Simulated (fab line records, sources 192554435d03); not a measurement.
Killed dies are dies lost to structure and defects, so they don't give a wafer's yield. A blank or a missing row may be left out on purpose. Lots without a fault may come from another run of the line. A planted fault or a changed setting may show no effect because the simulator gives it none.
Split-lot experiment | flow n5_finfet | 7 lots, 21 wafers read, on a route of 1938 steps

THE SPLIT
At N5_PASSIVATION_PASS_ETCH_47 (etches SiNx in CF4/O2, target depth 770 nm, time 385 s), the setting source_w was moved away from the recipe's 535 W on 5 of the 21 wafers read, by -16.1% to +10.3%. The other wafers ran this setting at the recipe's value.

The reading is taken at the split's own step.

THE READING
rf_vpp_V, in V, at N5_PASSIVATION_PASS_ETCH_47 (etches SiNx in CF4/O2, target depth 770 nm, time 385 s). Fault-free wafers of this fab line usually give 241.2 V, standard deviation 1.6 V.

wafer  | tool, chamber at the split | source_w as run, W | against the recipe | rf_vpp_V, V | against lot-mates on the recipe
L074.2 | rie_diel-02, 1             | 535                | recipe             | 244.1       | -
L074.3 | rie_diel-02, 3             | 535                | recipe             | 241.3       | -
L074.5 | rie_diel-02, 0             | 535                | recipe             | 243.1       | -
L081.3 | rie_diel-05, 0             | 535                | recipe             | 240.1       | -
L081.4 | rie_diel-05, 3             | 535                | recipe             | 240.2       | -
L081.5 | rie_diel-05, 2             | 449.1              | -16.1%             | 262.7       | +22.6
L084.1 | rie_diel-04, 2             | 535                | recipe             | 240.9       | -
L084.4 | rie_diel-04, 1             | 535                | recipe             | 242.4       | -
L084.6 | rie_diel-04, 0             | 535                | recipe             | 239.7       | -
L092.1 | rie_diel-05, 2             | 590.1              | +10.3%             | 227.8       | -11.6
L092.3 | rie_diel-05, 0             | 535                | recipe             | 238.4       | -
L092.4 | rie_diel-05, 2             | 535                | recipe             | 240.4       | -
L088.2 | rie_diel-05, 1             | 535                | recipe             | 242.0       | -
L088.5 | rie_diel-05, 2             | 535                | recipe             | 239.2       | -
L088.6 | rie_diel-05, 0             | 535                | recipe             | 240.7       | -
L089.2 | rie_diel-05, 2             | 463.7              | -13.3%             | 260.2       | +19.6
L089.5 | rie_diel-05, 2             | 535                | recipe             | 240.6       | -
L089.6 | rie_diel-05, 1             | 463.7              | -13.3%             | 260.3       | +19.7
L093.1 | rie_diel-02, 3             | 535                | recipe             | 241.6       | -
L093.5 | rie_diel-02, 1             | 510.6              | -4.6%              | 250.4       | +8.7
L093.6 | rie_diel-02, 0             | 535                | recipe             | 241.8       | -

THE FIT
A straight line over all 21 wafers: rf_vpp_V changes by -1.39 V for each +1% of source_w; r = -0.98; the points scatter about the line by 1.5 V.
The same after taking each lot's own level away (the mean of its wafers on the recipe; 21 wafers): -1.39 V for each +1%; r = -0.99; scatter 1.2 V.
On that fit, the largest move of source_w shifts the reading by 22 V.
The lots' own levels span 239.40 to 242.83 V, that is 2.1 times the standard deviation above.
So the lot-to-lot level changes the slope little: the two slopes agree.
Check: with one of the wafers moved furthest among these (-16.1%) left out of the fit, the line predicts +22.9 V for it against its lot-mates. It came out at +22.6 V against them.
Tool readings at the split's step, against how far the setting was moved: rf_vpp_V r = -0.98.

OTHER SPLITS ON THESE WAFERS
These wafers also went through other splits before the reading. Each is held against what the fit with the lots' levels taken away leaves over:
other split on the same wafers | wafers away from the commonest value | r with rf_vpp_V (lot level and that fit taken away)
N5_BEOL_M12_SPUTTER_44 time_s  | 7                                    | +0.05
N5_BEOL_M14_ILD_DEP_00 time_s  | 4                                    | -0.05
N5_BEOL_M15_EXPOSE_25 dose_mj  | 4                                    | +0.12
N5_MIM_BOT_ETCH_ETCH_03 bias_w | 10                                   | -0.23
N5_PASSIVATION_PECVD_55 time_s | 4                                    | +0.19
N5_PASSIVATION_PECVD_01 time_s | 5                                    | +0.11

THE WHOLE CHAIN: every reading that the file lists as answering this split, in the file's order
step                        | what it does                                           | reading                                                        | change (the file's fit)             | r (the file's)
N5_PASSIVATION_PASS_ETCH_47 | etches SiNx in CF4/O2, target depth 770 nm, time 385 s | rf_vpp_V                                                       | -1.39 V for each +1% of the setting | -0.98
N5_PASSIVATION_PASS_ETCH_47 | etches SiNx in CF4/O2, target depth 770 nm, time 385 s | etch.depth_nm (the simulator's own value, which no gauge read) | +6.3 nm for each +1% of the setting | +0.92

THE FILE'S OWN FIT
rf_vpp_V changes by -1.39 V for each +1% of source_w, r = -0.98.
